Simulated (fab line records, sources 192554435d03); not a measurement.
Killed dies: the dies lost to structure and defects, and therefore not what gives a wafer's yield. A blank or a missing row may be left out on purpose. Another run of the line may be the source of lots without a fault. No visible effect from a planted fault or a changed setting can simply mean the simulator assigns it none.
Lot-split experiment	flow n5-finfet	7 lots, 21 wafers read, on a route of 1938 steps

SPLIT DETAILS
At N5_MOL_CONTACT_COAG_PECVD_31 (deposits SiO2 from TEOS/O2, target thk 46 nm, time 8.9 s), the setting temp-c was moved away from the recipe's 400 C on 5 of the 21 wafers read, by -1.2% to +4.4%. For the rest of the wafers, this setting stayed at what the recipe calls for.

FROM THE SPLIT TO THE READING: what the file shows between them, 10 steps
- N5_MOL_CONTACT_COAG_COAT_76: time 60 s, resist thk 10 nm (also split here: spin-rpm)
- N5_MOL_CONTACT_COAG_COAT_77: time 60 s, resist thk 10 nm
- N5_MOL_CONTACT_COAG_COAT_78: resist thk 40 nm
- N5_MOL_CONTACT_COAG_DESCUM_88: chemistry O2, time 7 s
- N5_MOL_CONTACT_COAG_ETCH_89: etches underlayer in N2/H2, target depth 13 nm, time 10.4 s
- N5_MOL_CONTACT_COAG_ETCH_90: etches SiARC in CF4, target depth 13 nm, time 21.7 s
- N5_MOL_CONTACT_COAG_ALD_131: deposits SiO2, target thk 5 nm, pulse time 1 s, co reactant pulse time 1 s
- N5_MOL_CONTACT_COAG_ETCHBACK_132: etches SiO2 in CHF3, target depth 10 nm, time 6.7 s
- N5_MOL_CONTACT_COAG_ETCHBACK_135: etches SiO2 in CHF3, target depth 25 nm, time 16.7 s
- N5_MOL_CONTACT_COAG_STRIP_118: strips in CHF3

THE READING
etch.depth-nm (the simulator's own value, which no gauge read), in nm, at N5_MOL_CONTACT_COAG_VIA_ETCH_46 (etches SiO2 in C4F6/O2, target depth 46 nm, overetch 9.2 nm, time 40 s). There is no usual value for it anywhere in the file. Here, 16 wafers ran the recipe; their average is 45.85 nm with a standard deviation of 0.53 nm.

wafer	tool, chamber at the split	temp-c as run, C	against the recipe	etch.depth-nm, nm	against lot-mates on the recipe
L078.1	pecvd-02, 0	400	recipe	45.76	-
L078.2	pecvd-02, 2,1	400	recipe	45.61	-
L078.3	pecvd-02, 2,1	400	recipe	45.62	-
L079.1	pecvd-03, 0	400	recipe	45.47	-
L079.3	pecvd-03, 1	400	recipe	45.62	-
L079.4	pecvd-03, 0	400	recipe	46.33	-
L081.2	pecvd-03, 0	400	recipe	46.53	-
L081.5	pecvd-03, 1	417.8	+4.4%	41.81	-5.06
L081.6	pecvd-03, 0	400	recipe	47.22	-
L085.2	pecvd-03, 1	400	recipe	45.23	-
L085.4	pecvd-03, 2	410.5	+2.6%	43.48	-1.75
L085.6	pecvd-03, 0	410.5	+2.6%	43.29	-1.94
L087.1	pecvd-03, 2	400	recipe	46.13	-
L087.2	pecvd-03, 0	395.4	-1.2%	48.15	+2.02
L087.4	pecvd-03, 0	395.4	-1.2%	48.8	+2.67
L091.1	pecvd-03, 0,2	400	recipe	45.19	-
L091.2	pecvd-03, 0,2	400	recipe	45.1	-
L091.4	pecvd-03, 0	400	recipe	46.17	-
L097.1	pecvd-02, 2	400	recipe	45.69	-
L097.2	pecvd-02, 0	400	recipe	46.07	-
L097.4	pecvd-02, 2	400	recipe	45.85	-
When a row names more than one chamber, that row covers several wafers, and the file does not tell which wafer ran in which chamber.

THE FIT
A straight line over all 21 wafers: etch.depth-nm changes by -1.06 nm for each +1% of temp-c; r = -0.90; the points scatter about the line by 0.67 nm.
The same after taking each lot's own level away (the mean of its wafers on the recipe; 21 wafers): -1.08 nm for each +1%; r = -0.94; scatter 0.53 nm.
According to that fit, moving temp-c by its largest amount changes the reading by 4.8 nm.
Measured against the standard deviation above, the lots' own levels, which go from 45.230 to 46.875 nm, span 3.1 times it.
The two slopes are in agreement: the lot-to-lot level therefore moves the slope only a little.
Check: -4.05 nm against its lot-mates is what the line predicts for one of the wafers moved furthest among these (+4.4%) when that wafer is left out of the fit. Against them it came out at -5.06 nm.

OTHER SPLITS APPLIED TO THESE WAFERS
These wafers also went through other splits before the reading. Each is held against what the fit with the lots' levels taken away leaves over:
other split on the same wafers	wafers away from the commonest value	r with etch.depth-nm (lot level and that fit taken away)
N5_SD_EPI_N_EPI_21 epi-growth-time-s	6	+0.46
N5_SDB_COAT_05 spin-rpm	9	+0.33
N5_SDB_ETCH_18 time-s	8	+0.37
N5_SDB_ETCH_25 time-s	7	+0.21
N5_GATE_CUT_ALD_22 ald-cycles	6	+0.04
N5_MOL_CONTACT_COAG_COAT_76 spin-rpm	4	-0.16

THE WHOLE CHAIN: every reading that the file lists as answering this split, in the file's order
step	what it does	reading	change (the file's fit)	r (the file's)
N5_MOL_CONTACT_COAG_PECVD_31	deposits SiO2 from TEOS/O2, target thk 46 nm, time 8.9 s	SiO2_of_MOL_CONTACT_COAG_PECVD_31.thk-nm (the simulator's own value, which no gauge read)	-1.08 nm for each +1% of the setting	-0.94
N5_MOL_CONTACT_COAG_VIA_ETCH_46	etches SiO2 in C4F6/O2, target depth 46 nm, overetch 9.2 nm, time 40 s	etch.depth-nm (the simulator's own value, which no gauge read)	-1.07 nm for each +1% of the setting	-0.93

FILE'S OWN FIT
etch.depth-nm changes by -1.07 nm for each +1% of temp-c, r = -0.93.
